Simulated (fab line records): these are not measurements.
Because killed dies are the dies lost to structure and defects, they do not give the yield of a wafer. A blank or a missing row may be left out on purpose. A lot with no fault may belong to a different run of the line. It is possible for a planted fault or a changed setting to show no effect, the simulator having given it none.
One fault through the eyes of 3 desks -- flow n5 finfet -- numbers are kept per desk, each desk with only its own; the story behind them comes last

TOOL OWNER'S DESK, krf scanner-02
The tool's own readings at N5_WELL_APT_EXPOSE_22 (exposes mask PWELL, defocus 0 nm, target cd 200 nm): means of the sampled wafers that have a number, for each lot that ran on this tool. A lot is out of limits, marked OUT, if its mean lies more than 4 standard deviations from the usual mean; the brackets give that distance.
Columns: A = exposure dose mJ cm2 at N5_WELL_APT_EXPOSE_22, usual 23.177; B = stage vel mm s at N5_WELL_APT_EXPOSE_22, usual 499.96 mm/s
lot,first seen here,A,B
L958,day 2 03:01,23.186,500.29
L959,day 2 08:40,23.181,499.99
L961,day 2 20:46,23.179,500.08
L974,day 6 03:39,24.067 (+40) OUT,499.97
This desk's verdict: out of limits on L974, starting with L974 at day 6 03:39 (exposure dose mJ cm2 at N5_WELL_APT_EXPOSE_22). L958, L959, L961: within limits.

THE DEFECT DESK
For each lot, the counts of the inspections along the route, averaged over the sampled wafers that have a number. A lot is out of limits, marked OUT, if its mean lies more than 4 standard deviations from the usual mean; the brackets give that distance.
Columns: A = raw defect count at N5_START_INSPECT_01, usual 5.9; B = raw defect count at N5_WELL_APT_INSPECT_10, usual 2.2
lot,first seen here,A,B
L958,day 2 00:02,6.3,3.3
L959,day 2 06:02,4.5,2.0
L960,day 2 12:02,7.7,1.7
L961,day 2 18:02,4.7,1.7
L964,day 3 12:02,8.7,1.7
L971,day 5 06:02,4.7,2.0
L974,day 6 00:02,5.0,0.7
L976,day 6 12:02,5.3,1.7
L977,day 6 18:02,4.7,3.3
L979,day 7 06:02,5.0,2.3
This desk found nothing out of limits on any of the 10 lots.

THE METROLOGY DESK
What the gauges read, lot by lot, whatever tool the lot ran on: means of the sampled wafers that have a number. A lot is out of limits, marked OUT, if its mean lies more than 4 standard deviations from the usual mean; the brackets give that distance. 7 of its 12 readings are shown: the first one out of limits and those lying furthest out on some lot.
Columns: A = NWELL_OVL at N5_WELL_APT_OVL_MEAS_09, usual 3 nm; B = cd nm at N5_WELL_APT_CD_MEAS_25, usual 199.1 nm; C = DIBL_N at N5_BEOL_M4_RC_MEAS_101, usual 35.9 mV/V; D = ION_N at N5_BEOL_M4_RC_MEAS_101, usual 671 uA/um; E = ION_P at N5_BEOL_M4_RC_MEAS_101, usual 460 uA/um; F = VT_N at N5_BEOL_M4_RC_MEAS_101, usual 251 mV; G = VT_P at N5_BEOL_M4_RC_MEAS_101, usual -251 mV
lot,first seen here,A,B,C,D,E,F,G
L958,day 2 01:58,-7,199.8,34.8,672,457,255,-255
L959,day 2 07:44,2,198.1,35.1,668,453,252,-256
L960,day 2 13:52,-0,197.2,33.6,667,457,253,-253
L961,day 2 19:43,11,201.8,35.5,670,458,252,-252
L964,day 3 13:50,0,199.6,36.2,687,475,249,-247
L971,day 5 07:53,3,198.9,37.2,673,462,251,-252
L974,day 6 02:37,2,175.3 (-11) OUT,35.2,670,459,252,-256
L976,day 6 13:43,4,198.8,35.2,662,457,253,-249
L977,day 6 19:43,10,199.4,35.8,678,464,246,-249
L979,day 7 07:36,0,199.0,35.1,675,459,251,-251
This desk's verdict: out of limits on L974, starting with L974 at day 6 03:49 (cd nm at N5_WELL_APT_CD_MEAS_25). L958, L959, L960, L961, L964, L971, L976, L977, L979: within limits.

BROUGHT TOGETHER
The tool owner's desk could have raised an alarm at day 6 03:39, on L974.
An alarm was possible from the metrology desk at day 6 03:49, on L974.
The defect desk saw nothing out of limits.
The defect desk has L974 on record, within its limits.
All the named lots went through N5_WELL_APT_EXPOSE_22 on krf scanner-02.

WHAT THE SIMULATOR PUT IN
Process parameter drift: krf scanner-02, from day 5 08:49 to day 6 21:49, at N5_WELL_APT_EXPOSE_22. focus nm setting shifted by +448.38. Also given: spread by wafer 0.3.
Lots struck among those shown: L974.
Delay (hours) between the fault's onset and each desk's first out-of-limits reading: 19 at the tool owner's desk, 19 at the metrology desk.
